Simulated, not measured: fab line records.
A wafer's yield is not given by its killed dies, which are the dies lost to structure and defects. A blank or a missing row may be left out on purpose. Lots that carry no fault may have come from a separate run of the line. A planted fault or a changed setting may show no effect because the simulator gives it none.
8D (eight disciplines) problem report, filled in by code ; flow n5-finfet ; the parts of the form that need people (team, actions taken, sign-off) are left out

1. PROBLEM STATEMENT
N5_PASSIVATION_PROBE_49, killed-at-front-end: mean 130 on 2 wafers (1 lot); fault-free wafers 38, standard deviation 11. Relative to the usual mean, that is a shift of +8.3 standard deviations.
Earliest sighting: wafer L101.3 on prober-02 at day 18 00:23. At this step, 8 wafers from 3 lots have a number in the record. Rule for "out", or "out of limits": more than 4 standard deviations from the usual mean. The other wafers with a number count as sound.

2. WHAT IT IS; WHAT IT IS NOT
question;is;is not
which readings at this step;killed-at-front-end;killed_at_M0_to_M3, killed_at_M4_up, killed-at-contacts, killed-at-other, killed-open, killed-short
which lots;L101;L984, L990
which wafers of those lots;all that have a number;-
read on which tools;prober-02;prober-01
when;from day 18 00:23;up to then (6 sound wafers)

3. WHAT RULES OUT EACH SUSPECT
Counting: a tool at a process step up to the reading stays a suspect if it ran every lot that is out and no sound lot after the first of them.
- rie-diel-05 at N5_GATE_CUT_ETCH_36 (etches SiARC in CF4, target depth 13 nm, time 21.7 s): kept. It ran the lot that is out, L101 (day 9 02:32), and no sound lot after that.
- rie-diel-05 at N5_GATE_CUT_ETCH_19 (etches SiNx in CH3F/O2, target depth 53.7 nm, time 76.7 s): kept. It ran the lot that is out, L101 (day 9 02:46), and no sound lot after that.
- rie-metal-01 at N5_GATE_CUT_ETCH_47 (etches SiO2 in Cl2/BCl3, target depth 10 nm): kept. It ran the lot that is out, L101 (day 9 03:02), and no sound lot after that; its last sound lot up to then is L990 (day 6 11:20).
- ald-sin-03 at N5_GATE_CUT_ALD_22 (deposits SiNx, target thk 16 nm, pulse time 1 s, ald cycles 320): kept. It ran the lot that is out, L101 (day 9 03:26), and no sound lot after that; its last sound lot up to then is L984 (day 4 16:50).
- cmp-04 at N5_GATE_CUT_CMP_61 (polishes, stops on SiNx, t overpolish 3 s): kept. It ran the lot that is out, L101 (day 9 05:46), and no sound lot after that; its last sound lot up to then is L990 (day 6 14:02).
- rie-diel-06 at N5_MOL_CONTACT_COAG_ETCH_59 (etches underlayer in N2/H2, target depth 13 nm, time 10.4 s): kept. It ran the lot that is out, L101 (day 9 06:25), and no sound lot after that; its last sound lot up to then is L990 (day 6 15:02).
- prober-02 at N5_PASSIVATION_PROBE_49: kept. It ran the lot that is out, L101 (day 18 00:23), and no sound lot after that; its last sound lot up to then is L984 (day 14 08:16). Its own killed-at-front-end readings are out on those wafers.
Left after counting: rie-diel-05 at N5_GATE_CUT_ETCH_36, rie-diel-05 at N5_GATE_CUT_ETCH_19, rie-metal-01 at N5_GATE_CUT_ETCH_47, ald-sin-03 at N5_GATE_CUT_ALD_22, cmp-04 at N5_GATE_CUT_CMP_61, rie-diel-06 at N5_MOL_CONTACT_COAG_ETCH_59, prober-02 at N5_PASSIVATION_PROBE_49.

4. THE CAUSE (what the simulator had put in)
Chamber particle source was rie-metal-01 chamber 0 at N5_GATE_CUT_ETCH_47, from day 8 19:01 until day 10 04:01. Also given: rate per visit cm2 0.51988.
Counting leaves 7 suspects; this tool is one of them.

5. THE EFFECT CHAIN, in route order
Each row: a reading where the mean over the struck wafers with a number is more than 3 standard deviations away from the usual. Scope: only readings with a usual standard deviation given in the record; hours: median across lots of the time from each lot's start at the first step in this table that gives one to its start at this step; sigmas: change in usual standard deviations.
hours;step;reading;usual;on struck wafers;change;sigmas
0;N5_PASSIVATION_PROBE_49;killed-at-front-end;38;130;+92;+8.3
0;N5_PASSIVATION_PROBE_49;killed-dies;104;184;+80;+4.2
Here are the process steps it includes:
- N5_PASSIVATION_PROBE_49

6. HOW IT WOULD HAVE BEEN CAUGHT EARLIER
The fault began at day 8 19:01; the first out-of-limits reading in this record came at day 18 00:23, 221 hours later.
No tool reading at N5_GATE_CUT_ETCH_47 that has a usual standard deviation in the record was out on any struck wafer, so an alarm limit of 4 standard deviations on those readings would not have fired.
By day 18 00:23 the whole set of lots that are out, 1 in number, had already begun N5_GATE_CUT_ETCH_47 on rie-metal-01. None of them would have been spared by holding the tool at that moment.
